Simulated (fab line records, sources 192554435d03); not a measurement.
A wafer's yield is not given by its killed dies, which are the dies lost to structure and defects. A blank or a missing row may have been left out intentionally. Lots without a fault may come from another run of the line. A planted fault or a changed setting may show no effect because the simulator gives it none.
A struck lot beside a sound one | flow n5_finfet | 41 out of 1938 route steps
Sound: these wafers, L770.1, L770.3, L770.6. Struck: wafers L783.3, L783.4. (L783.6 of the same lot was not struck and is left out.) The cause comes at the end.
Each step with rows lists, per side, the tool, then ch with its chambers, then its first start. Under that, the readings that differ: sound wafers | struck wafers | difference of the means | sigmas: that difference in standard deviations of wafers without a fault.
alike: words and numbers the same on both sides, and readings whose means are apart by under 2 such deviations; not compared: readings that were withheld, readings missing a value for some wafer, numbers with overlapping values and no deviation given by the record, and bounds like >300 which may hide the same value.
The two part at a step that has a row with sigmas, a row that says differs or no value, or rows on one side only. Numbers that don't overlap but have no deviation are shown without sigmas and don't part them. A reading missing from all wafers of one side parts the sides only when that side holds two or more wafers.

first, 11 steps without rows for these wafers: N5_GATE_CUT_ETCHBACK_00 (etches W in SF6/Cl2); N5_GATE_CUT_ETCH_56 (etches TiN in Cl2/Ar, target depth 21.6 nm); N5_GATE_CUT_ETCHBACK_30 (etches TiN in Cl2/Ar, target depth 3 nm); N5_GATE_CUT_VAPOR_ETCH_60 (etches HfO2 in BCl3/Cl2); N5_GATE_CUT_ETCH_58 (etches SiNx in CH3F/O2, target depth 17 nm, time 128.6 s); N5_GATE_CUT_STRIP_59 (strips in N2/H2, time 20 s); N5_GATE_CUT_PRECLEAN_31 (cleans in DIW, time 300 s); N5_GATE_CUT_SRD_32 (time 30 s); N5_GATE_CUT_SAC_CAP_01 (material SiNx, target thk 24 nm, pulse time 1 s, ald cycles 480); N5_GATE_CUT_PECVD_57 (deposits SiNx from SiH4/NH3/N2, target thk 21 nm); N5_GATE_CUT_CMP_02 (polishes, stops on SiO2, t overpolish 12.7 s, target thk 0 nm).
N5_GATE_CUT_HM_DEP_46: deposits SiO2 from TEOS/O2, target thk 130 nm, time 26.6 s.
  sound on pecvd-02 ch 0,2, day 4 22:19; struck on pecvd-02 ch 0,1, day 8 07:49
  reading                                      | sound             | struck      | difference | sigmas
  model.SiO2_of_GATE_CUT_HM_DEP_46.thk_nm (nm) | 128.4 128.2 129.4 | 122.6 125.8 | -4.5       |
  alike: heater_power_w, showerhead_plenum_p_Torr, throttle_valve_pct
  not compared: since_wet_clean_h
then, 15 steps without rows for these wafers: N5_GATE_CUT_COAT_34 (time 60 s, resist thk 60 nm); N5_GATE_CUT_COAT_35 (time 60 s, resist thk 10 nm); N5_GATE_CUT_COAT_27 (time 60 s, resist thk 10 nm); N5_GATE_CUT_COAT_07 (resist thk 30 nm); N5_GATE_CUT_EBR_09; N5_GATE_CUT_SOFTBAKE_08 (time 60 s); N5_GATE_CUT_EXPOSE_10 (exposes mask GATE CUT, target cd 20 nm); N5_GATE_CUT_PEB_11 (peb time 60 s); N5_GATE_CUT_DEVELOP_12 (develop time 30 s); N5_GATE_CUT_DESCUM_18 (chemistry O2, time 7 s); N5_GATE_CUT_ETCH_28 (etches underlayer in N2/H2, target depth 13 nm, time 10.4 s); N5_GATE_CUT_ETCH_36 (etches SiARC in CF4, target depth 13 nm, time 21.7 s); N5_GATE_CUT_ETCH_37 (etches SOC in N2/H2, target depth 60 nm, overetch 12 nm, time 90 s); N5_GATE_CUT_STRIP_38 (strips in N2/H2); N5_GATE_CUT_STRIP_39 (strips in N2/H2).
N5_GATE_CUT_HM_OPEN_40: chemistry C4F6/O2, target SiO2, target depth 139 nm, time 85.1 s.
  sound on rie_diel-03 ch 0,1, day 4 22:56; struck on rie_diel-03 ch 0,3, day 8 08:34
  reading                                   | sound             | struck      | difference | sigmas
  model.etch.depth_nm (nm)                  | 128.4 128.2 129.4 | 122.7 125.7 | -4.5       |
  model.SOC_of_GATE_CUT_COAT_34.thk_nm (nm) | 32.4 32.8 32.6    | 33.6 33     | +0.7       |
  alike: O2_flow_sccm, drypump_motor_current_A, etch_rf_on_time_s, oes_o_777_au, oes_product_au, rf_vpp_V, showerhead_plenum_p_Torr, throttle_valve_pct
  not compared: rf_hours_counter_h
then, 10 steps without rows for these wafers: N5_GATE_CUT_STRIP_41 (strips in CF4); N5_GATE_CUT_STRIP_42 (strips in O2); N5_GATE_CUT_ETCH_19 (etches SiNx in CH3F/O2, target depth 53.7 nm, time 76.7 s); N5_GATE_CUT_CUT_ETCH_53 (etches W in SF6/Cl2, target depth 79.2 nm); N5_GATE_CUT_CUT_ETCH_54 (etches TiN in Cl2/BCl3, target depth 96.7 nm); N5_GATE_CUT_CUT_ETCH_55 (etches HfO2 in BCl3, target depth 3.2 nm); N5_GATE_CUT_ETCH_47 (etches SiO2 in Cl2/BCl3, target depth 10 nm); N5_GATE_CUT_VAPOR_ETCH_48 (etches TiN in BCl3/Cl2); N5_GATE_CUT_VAPOR_ETCH_49 (etches TiAlC in BCl3/Cl2); N5_GATE_CUT_VAPOR_ETCH_51 (etches HfO2 in BCl3/Cl2).
N5_GATE_CUT_CMP_23: polishes, stops on SiO2, t overpolish 23.4 s, target thk 16 nm.
  sound on cmp-04 ch 0,2, day 5 01:52; struck on cmp-03 ch 0,2, day 8 11:13
  reading                                      | sound           | struck     | difference | sigmas
  time_to_endpoint_s (s)                       | 19.3 17.9 17.8  | 22.2 26.7  | +6.1       | +3
  model.SiO2_of_GATE_CUT_HM_DEP_46.thk_nm (nm) | 103.4 103 104.2 | 97.2 100.4 | -4.7       |
  alike: motor_current_A, overpolish_run_s
-- the record jumps here: 4 days lie between the struck wafers' starts before and after (it left off in module GATE_CUT and takes up again in module BEOL_M4, whose first step shown is number 1111 of the route) --
N5_BEOL_M4_RC_MEAS_101:
  sound on prober-02 ch 0, day 9 04:21; struck on prober-02 ch 0, day 12 13:08
  alike: DIBL_N, DIBL_P, IOFF_N, IOFF_P, ION_N, ION_P, SS_N, SS_P, VT_N, VT_P
-- record jumps: 4 days separate the struck wafers' starts on either side; left off in module BEOL_M4, taken up again in module PASSIVATION, whose first shown step is the route's number 1936 --
N5_PASSIVATION_PROBE_49:
  sound on prober-01, day 13 08:04; struck on prober-02, day 16 16:49
  reading               | sound       | struck | difference | sigmas
  sort_bin_6_memory (%) | 4.1 4.5 4.2 | 2.4    | -1.9       | -3
  alike: defect_limited_yield, killed_at_M0_to_M3, killed_at_M4_up, killed_at_contacts, killed_at_front_end, killed_at_other, killed_dies, killed_open, killed_short, sort_bin_5_function, sort_bin_8_speed, sort_n_pass, sort_yield_pct

== WHERE THEY PART ==
Last at N5_PASSIVATION_PROBE_49 as far as this record goes, first at N5_GATE_CUT_CMP_23.

WHY: what the simulator had put in
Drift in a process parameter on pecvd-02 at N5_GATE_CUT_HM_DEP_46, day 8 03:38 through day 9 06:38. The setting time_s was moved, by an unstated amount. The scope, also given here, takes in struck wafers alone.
